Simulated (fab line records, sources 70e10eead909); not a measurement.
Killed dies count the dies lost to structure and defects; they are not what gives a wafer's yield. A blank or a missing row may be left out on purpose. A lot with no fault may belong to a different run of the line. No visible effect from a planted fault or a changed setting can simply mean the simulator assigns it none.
Which tool did it? / flow nand harc / 40 wafers from 14 lots sampled at 5 of the route's 1302 steps

== WHAT THE GAUGES SHOWED, per wafer ==
NHARC_A_ONON_D1_THK_MEAS_11: measures by ellipsometry.
lot=L577; measured=day 7 17:39; on=film metro-02; thk nm (nm)=999 998 998
lot=L578; measured=day 8 07:04; on=film metro-02; thk nm (nm)=989 988 989
lot=L584; measured=day 10 19:06; on=film metro-02; thk nm (nm)=1008 1008
lot=L585; measured=day 11 04:52; on=film metro-02; thk nm (nm)=1018 1017
lot=L591; measured=day 13 17:58; on=film metro-01; thk nm (nm)=1000 1000 999
lot=L592; measured=day 13 21:34; on=film metro-01; thk nm (nm)=1000 1003 1003
lot=L593; measured=day 14 17:47; on=film metro-02; thk nm (nm)=1008 1009 1006
lot=L594; measured=day 15 02:50; on=film metro-01; thk nm (nm)=1001 999 1002
lot=L595; measured=day 15 02:50; on=film metro-02; thk nm (nm)=1008 1006 1006
lot=L596; measured=day 15 17:07; on=film metro-02; thk nm (nm)=985 987 987
lot=L597; measured=day 16 10:44; on=film metro-02; thk nm (nm)=999 999 999
lot=L598; measured=day 16 10:43; on=film metro-02; thk nm (nm)=1006 1006 1005
lot=L599; measured=day 16 23:31; on=film metro-01; thk nm (nm)=987 989 990
lot=L600; measured=day 17 12:09; on=film metro-02; thk nm (nm)=1001 1002 1001

NHARC_A_ONON_D1_THK_MEAS_24: measures by ellipsometry.
lot=L577; measured=day 8 02:53; on=film metro-02; thk nm (nm)=996 996 994
lot=L578; measured=day 8 18:08; on=film metro-01; thk nm (nm)=994 995 995
lot=L584; measured=day 11 06:28; on=film metro-02; thk nm (nm)=975 1008
lot=L585; measured=day 11 14:14; on=film metro-02; thk nm (nm)=996 959
lot=L591; measured=day 14 03:32; on=film metro-02; thk nm (nm)=1016 1016 1016
lot=L592; measured=day 14 07:05; on=film metro-02; thk nm (nm)=1023 1021 1021
lot=L593; measured=day 15 05:10; on=film metro-02; thk nm (nm)=1001 1002 1002
lot=L594; measured=day 15 13:13; on=film metro-01; thk nm (nm)=1005 1006 1006
lot=L595; measured=day 15 13:13; on=film metro-02; thk nm (nm)=1018 1017 1016
lot=L596; measured=day 16 02:53; on=film metro-01; thk nm (nm)=985 984 986
lot=L597; measured=day 16 20:02; on=film metro-01; thk nm (nm)=1009 1010 1009
lot=L598; measured=day 16 20:02; on=film metro-01; thk nm (nm)=1006 1009 1010
lot=L599; measured=day 17 08:57; on=film metro-01; thk nm (nm)=1000 999 1000
lot=L600; measured=day 18 01:05; on=film metro-01; thk nm (nm)=1018 1020 1019

NHARC_A_ONON_D1_THK_MEAS_30: measures by ellipsometry.
lot=L577; measured=day 8 04:01; on=film metro-02; thk nm (nm)=997 996 995
lot=L578; measured=day 8 19:16; on=film metro-01; thk nm (nm)=998 997 998
lot=L584; measured=day 11 07:35; on=film metro-02; thk nm (nm)=1001 1001
lot=L585; measured=day 11 15:22; on=film metro-02; thk nm (nm)=990 993
lot=L591; measured=day 14 04:40; on=film metro-02; thk nm (nm)=999 1000 998
lot=L592; measured=day 14 08:14; on=film metro-02; thk nm (nm)=995 994 993
lot=L593; measured=day 15 06:18; on=film metro-02; thk nm (nm)=998 997 999
lot=L594; measured=day 15 14:21; on=film metro-01; thk nm (nm)=1004 1002 1003
lot=L595; measured=day 15 14:20; on=film metro-01; thk nm (nm)=987 989 988
lot=L596; measured=day 16 04:01; on=film metro-01; thk nm (nm)=998 1000 1000
lot=L597; measured=day 16 21:10; on=film metro-01; thk nm (nm)=1006 1006 1005
lot=L598; measured=day 16 21:11; on=film metro-01; thk nm (nm)=1019 1019 1019
lot=L599; measured=day 17 10:05; on=film metro-02; thk nm (nm)=989 990 989
lot=L600; measured=day 18 02:13; on=film metro-02; thk nm (nm)=1005 1006 1008

== EACH LOT AND THE TOOL THAT RAN IT (in order: tool; ch and the chambers of the sampled wafers; start) ==
lot=L577; NHARC_A_ZERO_WELL_RTA_16=rtp anneal-02 ch 0, day 6 19:46; NHARC_A_ONON_D1_DEP_22=pecvd onon-01 ch 0, day 8 02:26
lot=L578; NHARC_A_ZERO_WELL_RTA_16=rtp anneal-02 ch 0, day 7 08:44; NHARC_A_ONON_D1_DEP_22=pecvd onon-04 ch 0, day 8 17:41
lot=L584; NHARC_A_ZERO_WELL_RTA_16=rtp anneal-02 ch 0, day 9 16:55; NHARC_A_ONON_D1_DEP_22=pecvd onon-04 ch 0, day 11 06:07
lot=L585; NHARC_A_ZERO_WELL_RTA_16=rtp anneal-01 ch 0, day 10 05:44; NHARC_A_ONON_D1_DEP_22=pecvd onon-04 ch 0, day 11 13:51
lot=L591; NHARC_A_ZERO_WELL_RTA_16=rtp anneal-01 ch 0, day 12 16:35; NHARC_A_ONON_D1_DEP_22=pecvd onon-01 ch 0, day 14 03:05
lot=L592; NHARC_A_ZERO_WELL_RTA_16=rtp anneal-01 ch 0, day 12 23:07; NHARC_A_ONON_D1_DEP_22=pecvd onon-01 ch 0, day 14 06:42
lot=L593; NHARC_A_ZERO_WELL_RTA_16=rtp anneal-01 ch 0, day 13 14:33; NHARC_A_ONON_D1_DEP_22=pecvd onon-04 ch 0, day 15 04:50
lot=L594; NHARC_A_ZERO_WELL_RTA_16=rtp anneal-02 ch 0, day 14 01:39; NHARC_A_ONON_D1_DEP_22=pecvd onon-01 ch 0, day 15 12:43
lot=L595; NHARC_A_ZERO_WELL_RTA_16=rtp anneal-01 ch 0, day 14 02:32; NHARC_A_ONON_D1_DEP_22=pecvd onon-03 ch 0, day 15 12:42
lot=L596; NHARC_A_ZERO_WELL_RTA_16=rtp anneal-02 ch 0, day 14 16:28; NHARC_A_ONON_D1_DEP_22=pecvd onon-04 ch 0, day 16 02:26
lot=L597; NHARC_A_ZERO_WELL_RTA_16=rtp anneal-02 ch 0, day 15 11:05; NHARC_A_ONON_D1_DEP_22=pecvd onon-03 ch 0, day 16 19:35
lot=L598; NHARC_A_ZERO_WELL_RTA_16=rtp anneal-02 ch 0, day 15 11:50; NHARC_A_ONON_D1_DEP_22=pecvd onon-04 ch 0, day 16 19:42
lot=L599; NHARC_A_ZERO_WELL_RTA_16=rtp anneal-01 ch 0, day 15 22:58; NHARC_A_ONON_D1_DEP_22=pecvd onon-01 ch 0, day 17 08:30
lot=L600; NHARC_A_ZERO_WELL_RTA_16=rtp anneal-01 ch 0, day 16 10:52; NHARC_A_ONON_D1_DEP_22=pecvd onon-01 ch 0, day 18 00:34
- NHARC_A_ZERO_WELL_RTA_16: time 10 s.
- NHARC_A_ONON_D1_DEP_22: target thk 1000 nm.

== AS READ BY THE TOOLS THEMSELVES (means over the sampled wafers that have a number; for cases with no such wafer, the mark the record gives instead) ==
NHARC_A_ZERO_WELL_RTA_16.
lot=L577; tool=rtp anneal-02; lamp power pct (%)=30.7; lamp_zone_3_pct (%)=30.6; lamp_zone_4_pct (%)=30.7; wafer_temp_C_max=1007.1
lot=L578; tool=rtp anneal-02; lamp power pct (%)=30.7; lamp_zone_3_pct (%)=30.7; lamp_zone_4_pct (%)=30.7; wafer_temp_C_max=1008.8
lot=L584; tool=rtp anneal-02; lamp power pct (%)=30.7; lamp_zone_3_pct (%)=30.7; lamp_zone_4_pct (%)=30.7; wafer_temp_C_max=1005.5
lot=L585; tool=rtp anneal-01; lamp power pct (%)=33.8; lamp_zone_3_pct (%)=33.8; lamp_zone_4_pct (%)=33.8; wafer_temp_C_max=1004.8
lot=L591; tool=rtp anneal-01; lamp power pct (%)=33.8; lamp_zone_3_pct (%)=33.8; lamp_zone_4_pct (%)=33.8; wafer_temp_C_max=1004.4
lot=L592; tool=rtp anneal-01; lamp power pct (%)=33.8; lamp_zone_3_pct (%)=33.7; lamp_zone_4_pct (%)=33.8; wafer_temp_C_max=1004.8
lot=L593; tool=rtp anneal-01; lamp power pct (%)=33.8; lamp_zone_3_pct (%)=33.8; lamp_zone_4_pct (%)=33.8; wafer_temp_C_max=1005.1
lot=L594; tool=rtp anneal-02; lamp power pct (%)=30.7; lamp_zone_3_pct (%)=30.7; lamp_zone_4_pct (%)=30.7; wafer_temp_C_max=1007.3
lot=L595; tool=rtp anneal-01; lamp power pct (%)=33.8; lamp_zone_3_pct (%)=33.7; lamp_zone_4_pct (%)=33.7; wafer_temp_C_max=1004.9
lot=L596; tool=rtp anneal-02; lamp power pct (%)=30.7; lamp_zone_3_pct (%)=30.7; lamp_zone_4_pct (%)=30.7; wafer_temp_C_max=1007.9
lot=L597; tool=rtp anneal-02; lamp power pct (%)=30.7; lamp_zone_3_pct (%)=30.7; lamp_zone_4_pct (%)=30.7; wafer_temp_C_max=1005.9
lot=L598; tool=rtp anneal-02; lamp power pct (%)=30.7; lamp_zone_3_pct (%)=30.7; lamp_zone_4_pct (%)=30.7; wafer_temp_C_max=1006.7
lot=L599; tool=rtp anneal-01; lamp power pct (%)=33.8; lamp_zone_3_pct (%)=33.7; lamp_zone_4_pct (%)=33.8; wafer_temp_C_max=1005.4
lot=L600; tool=rtp anneal-01; lamp power pct (%)=33.7; lamp_zone_3_pct (%)=33.7; lamp_zone_4_pct (%)=33.8; wafer_temp_C_max=1003.7

NHARC_A_ONON_D1_DEP_22.
lot=L577; tool=pecvd onon-01; n2 flow sccm (sccm)=2760; susceptor temp C (C)=400.07
lot=L578; tool=pecvd onon-04; n2 flow sccm (sccm)=2747; susceptor temp C (C)=399.76
lot=L584; tool=pecvd onon-04; n2 flow sccm (sccm)=2758; susceptor temp C (C)=400.00
lot=L585; tool=pecvd onon-04; n2 flow sccm (sccm)=2757; susceptor temp C (C)=399.86
lot=L591; tool=pecvd onon-01; n2 flow sccm (sccm)=2756; susceptor temp C (C)=400.17
lot=L592; tool=pecvd onon-01; n2 flow sccm (sccm)=2745; susceptor temp C (C)=399.87
lot=L593; tool=pecvd onon-04; n2 flow sccm (sccm)=2747; susceptor temp C (C)=399.84
lot=L594; tool=pecvd onon-01; n2 flow sccm (sccm)=2746; susceptor temp C (C)=399.97
lot=L595; tool=pecvd onon-03; n2 flow sccm (sccm)=2752; susceptor temp C (C)=400.26
lot=L596; tool=pecvd onon-04; n2 flow sccm (sccm)=2751; susceptor temp C (C)=399.94
lot=L597; tool=pecvd onon-03; n2 flow sccm (sccm)=2755; susceptor temp C (C)=399.63
lot=L598; tool=pecvd onon-04; n2 flow sccm (sccm)=2745; susceptor temp C (C)=400.23
lot=L599; tool=pecvd onon-01; n2 flow sccm (sccm)=2758; susceptor temp C (C)=399.96
lot=L600; tool=pecvd onon-01; n2 flow sccm (sccm)=2741; susceptor temp C (C)=400.06

== THE ANSWER, worked out from the rows above alone ==
Rule: what is usual is taken from the lots themselves. The widest of any qualifying gaps counts: lots, ordered by their means at a reading, are off when they make up no more than a third of the lots, leave a main group of 4 or more, and stand apart from it by 3 or more times the standard deviation of that group's means. A main group is skipped when, at the precision printed for the reading in the tables above, its means are all equal. A lot without any number at a reading at which 4 lots or more have one is off too. Any other lot the step has rows for is counted as sound. First the gauges in route order, then the tools' own readings, where a lot's mean is used as printed above. At the first step where some lot is off, the reading lying furthest off is the one used; lots without a number count as furthest.
None of the lots is off at any reading shown; this tells nothing.

== WHAT THE SIMULATOR HAD INSERTED ==
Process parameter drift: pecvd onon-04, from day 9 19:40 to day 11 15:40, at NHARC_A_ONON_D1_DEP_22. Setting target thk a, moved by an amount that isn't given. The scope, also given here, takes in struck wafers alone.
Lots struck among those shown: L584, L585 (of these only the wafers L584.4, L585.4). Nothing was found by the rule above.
